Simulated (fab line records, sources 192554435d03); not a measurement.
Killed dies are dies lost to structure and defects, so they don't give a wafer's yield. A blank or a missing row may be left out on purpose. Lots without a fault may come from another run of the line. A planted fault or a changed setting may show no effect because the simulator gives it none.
A struck lot beside a sound one | flow n5_finfet | 37 steps out of a route of 1938
Sound: wafers L711.2, L711.4, L711.5. Struck: wafers L718.3, L718.4, L718.6. The cause comes at the end.
At each step with rows: each side's tool, then ch and its chambers, then its first start. Under that, the readings that differ: sound wafers | struck wafers | difference of the means | sigmas: that difference in standard deviations of wafers without a fault.
alike: readings whose means differ by less than 2 such deviations, and words and numbers that are the same on both sides. not compared: withheld readings, readings that some wafer has no value for, bounds like >300 that may hide the same value, and numbers for which the record gives no deviation and whose values overlap.
The two part at a step that has a row with sigmas, a row that says differs or no value, or rows on one side only. Numbers that don't overlap but have no deviation are shown without sigmas and don't part them. A reading that every wafer of one side lacks parts them only if that side has two wafers or more.

first, 9 steps without rows for these wafers: N5_BEOL_M4_ANNEAL_95 (time 240 s); N5_BEOL_M4_SPUTTER_96 (material Cu, target thk 4.5 nm, time 8.29 s); N5_BEOL_M4_ECD_50 (material Cu, target thk 300 nm); N5_BEOL_M4_ANNEAL_51 (time 90 s); N5_BEOL_M4_CMP_52 (polishes, stops on SiOC, t overpolish 6.8 s, target thk 40 nm); N5_BEOL_M4_PRE_CLEAN_60 (time 15 s); N5_BEOL_M4_CO_CAP_55 (material Co, precursor CCTBA/H2, target thk 2 nm, time 102.1 s); N5_BEOL_M4_PRE_CLEAN_56 (time 15 s); N5_BEOL_M4_DEP_57 (deposits SiCN from 3MS/NH3, target thk 8 nm, time 14 s).
N5_BEOL_M4_RC_MEAS_101:
  sound on prober-01 ch 0, day 8 03:08; struck on prober-01 ch 0, day 9 12:32
  reading       | sound          | struck         | difference | sigmas
  DIBL_P (mV/V) | 39.4 35.9 38.1 | 34.1 34.2 32.8 | -4.1       | -2
  alike: DIBL_N, IOFF_N, IOFF_P, ION_N, ION_P, SS_N, SS_P, VT_N, VT_P
then, 24 steps without rows for these wafers: N5_BEOL_M5_ILD_DEP_00 (deposits SiCOH lowk from DEMS/porogen, target thk 140.64 nm, time 25.9 s); N5_BEOL_M5_CURE_79 (cures SiCOH lowk, time 240 s); N5_BEOL_M5_PECVD_70 (deposits SiO2 from TEOS/O2, target thk 16 nm, time 18 s); N5_BEOL_M5_HM_DEP_02 (deposits TiN, target thk 20 nm); N5_BEOL_M5_COAT_59 (time 60 s, resist thk 60 nm); N5_BEOL_M5_COAT_60 (time 60 s, resist thk 12 nm); N5_BEOL_M5_COAT_71 (time 60 s, resist thk 5 nm); N5_BEOL_M5_COAT_05 (resist thk 30 nm); N5_BEOL_M5_EBR_07; N5_BEOL_M5_SOFTBAKE_06 (time 60 s); N5_BEOL_M5_EXPOSE_08 (exposes mask M5, target cd 28 nm); N5_BEOL_M5_PEB_09 (peb time 60 s); N5_BEOL_M5_DEVELOP_10 (develop time 30 s); N5_BEOL_M5_DESCUM_16 (chemistry O2, time 7 s); N5_BEOL_M5_ETCH_72 (etches underlayer in N2/H2, target depth 6.5 nm, time 5.2 s); N5_BEOL_M5_ETCH_61 (etches SiARC in CF4, target depth 15.6 nm, time 26 s); N5_BEOL_M5_ETCH_62 (etches SOC in N2/H2, target depth 75 nm, overetch 15 nm, time 112.5 s); N5_BEOL_M5_STRIP_63 (strips in N2/H2); N5_BEOL_M5_STRIP_73 (strips in N2/H2); N5_BEOL_M5_STRIP_64 (strips in CF4); N5_BEOL_M5_HM_OPEN_17 (chemistry Cl2/BCl3, target TiN, target depth 20 nm, overetch 6 nm); N5_BEOL_M5_STRIP_19 (strips in O2); N5_BEOL_M5_COAT_65 (time 60 s, resist thk 60 nm); N5_BEOL_M5_COAT_66 (time 60 s, resist thk 12 nm).
-- the record jumps here: 2 days lie between the struck wafers' starts before and after (it left off in module BEOL_M5 and takes up again in module BEOL_M11, whose first step shown is number 1573 of the route) --
N5_BEOL_M11_ETCH_66: etches SOC in N2/H2, target depth 120 nm, overetch 24 nm, time 180 s.
  sound on rie_diel-01 ch 0,2, day 10 12:47; struck on rie_diel-02 ch 0,3, day 11 19:47
  no value came back on the struck wafers for any of 7 readings (bias_w (W), chamber_pressure_mTorr (mTorr) and others); on the sound wafers bias_w (W) reads 149.9 150.2 151.0
  reading                                       | sound          | struck         | difference | sigmas
  model.CAR-ArF_of_BEOL_M11_COAT_22.thk_nm (nm) | 0 0 0          | 55.4 55.8 55.2 | +55.5      |
  model.SiARC_of_BEOL_M11_COAT_64.thk_nm (nm)   | 22.4 22.8 22.8 | 30 30 30       | +7         |
  not compared: rf_hours_counter_h
N5_BEOL_M11_VIA_ETCH_34: etches SiCOH lowk in C4F6/O2, target depth 184.5 nm, time 69.2 s.
  sound on rie_diel-01 ch 0,2, day 10 12:55; struck on rie_diel-02 ch 0,3, day 11 19:55
  reading                | sound             | struck            | difference | sigmas
  O2_flow_sccm (sccm)    | 10.06 10.04 10.05 | 9.96 9.97 9.94    | -0.09      | -3
  oes_product_au (a.u.)  | 0.82 0.70 0.70    | 0.31 0.34 0.34    | -0.41      | -4
  throttle_valve_pct (%) | 20.86 21.11 21.10 | 20.81 20.18 20.19 | -0.63      | -2
  alike: C4F6_flow_sccm, drypump_motor_current_A, mfc_ar_sccm, rf_vpp_V, showerhead_plenum_p_Torr
  not compared: rf_hours_counter_h
N5_PASSIVATION_PROBE_49:
  the record has rows for the struck wafers here (prober-01, day 13 18:39) and none for the sound ones

WHERE THEY PART
First at N5_BEOL_M4_RC_MEAS_101; last, within this record, at N5_PASSIVATION_PROBE_49.

WHY: what the simulator had put in
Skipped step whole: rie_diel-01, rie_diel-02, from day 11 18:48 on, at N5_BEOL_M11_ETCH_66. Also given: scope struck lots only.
